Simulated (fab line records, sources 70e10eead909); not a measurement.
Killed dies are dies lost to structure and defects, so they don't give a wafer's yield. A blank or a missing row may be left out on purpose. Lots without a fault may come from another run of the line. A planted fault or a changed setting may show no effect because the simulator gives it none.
Chamber matching | flow nand_harc | NHARC_P_BONDPAD_DESCUM_11 on rie_diel-10: 4 sister chambers
The step chemistry O2, time 3 s. 20 wafers are shown with their chamber, then 10 later ones without.

WAFERS WITH THEIR CHAMBER
wafer  | chamber | drypump_motor_current_A (A) | rf_vpp_V (V) | oes_product_au (a.u.)
L074.1 | 2       | 6.2                         | 59.8         | 0.993
L074.4 | 3       | 6.7                         | 58.3         | 0.995
L074.6 | 0       | 6.2                         | 57.6         | 0.999
L077.2 | 3       | 6.7                         | 56.9         | 0.986
L077.3 | 2       | 6.2                         | 59.5         | 0.986
L077.4 | 0       | 6.2                         | 56.6         | 0.987
L079.3 | 1       | 5.0                         | 60.1         | 0.999
L079.4 | 2       | 6.2                         | 58.9         | 0.981
L079.5 | 3       | 6.7                         | 57.3         | 0.977
L080.1 | 3       | 6.7                         | 57.3         | 0.998
L080.5 | 0       | 6.2                         | 57.7         | 0.989
L080.6 | 1       | 5.0                         | 58.1         | 1.013
L083.1 | 3       | 6.7                         | 55.6         | 1.004
L083.4 | 0       | 6.2                         | 56.9         | 0.990
L083.5 | 0       | 6.1                         | 58.9         | 0.996
L082.3 | 2       | 6.2                         | 57.5         | 0.996
L082.4 | 1       | 5.0                         | 59.3         | 0.995
L082.6 | 0       | 6.1                         | 58.1         | 1.006
L085.1 | 0       | 6.2                         | 58.9         | 1.002
L085.3 | 2       | 6.2                         | 58.2         | 0.998

SIGNATURES (means of the wafers above)
reading                 | chamber 0 | chamber 1 | chamber 2 | chamber 3 | scatter within a chamber
drypump_motor_current_A | 6.171     | 5.000     | 6.200     | 6.700     | 0.0299
rf_vpp_V                | 57.814    | 59.167    | 58.780    | 57.080    | 0.942
oes_product_au          | 0.99557   | 1.00233   | 0.99080   | 0.99200   | 0.00845
Rule: a wafer's distance from a chamber is the root of the sum, over the readings, of the square of ((its reading less the chamber's mean) divided by the reading's scatter). The wafer belongs to the nearest chamber; if the next one is less than 2 further off, it can't be placed. The scatter: the root of (the sum of the squares of (reading less its chamber's mean) over the shown wafers, divided by (wafers less chambers)).

WAFERS WITHOUT THEIR CHAMBER
wafer  | drypump_motor_current_A (A) | rf_vpp_V (V) | oes_product_au (a.u.)
L085.4 | 5.0                         | 58.7         | 1.004
L088.2 | 6.7                         | 56.1         | 0.979
L088.3 | 6.2                         | 57.8         | 0.987
L088.6 | 6.2                         | 56.6         | 1.003
L093.1 | 6.2                         | 57.7         | 1.014
L093.4 | 5.0                         | 59.9         | 0.998
L093.5 | 6.8                         | 57.2         | 0.998
L097.1 | 5.1                         | 58.6         | 1.004
L097.4 | 6.7                         | 57.8         | 0.988
L097.5 | 6.2                         | 58.4         | 0.998

WHICH CHAMBER EACH WENT THROUGH
wafer  | from the rows above     | in truth
L085.4 | 1                       | 1
L088.2 | 3                       | 3
L088.3 | can't be placed: 2 or 0 | 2
L088.6 | can't be placed: 0 or 2 | 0
L093.1 | can't be placed: 0 or 2 | 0
L093.4 | 1                       | 1
L093.5 | 3                       | 3
L097.1 | 1                       | 1
L097.4 | 3                       | 3
L097.5 | can't be placed: 2 or 0 | 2
Placed correctly: 6 of 10. Can't be placed from these rows: 4 (the true chamber is among the candidates in 4). Placed wrongly: 0.
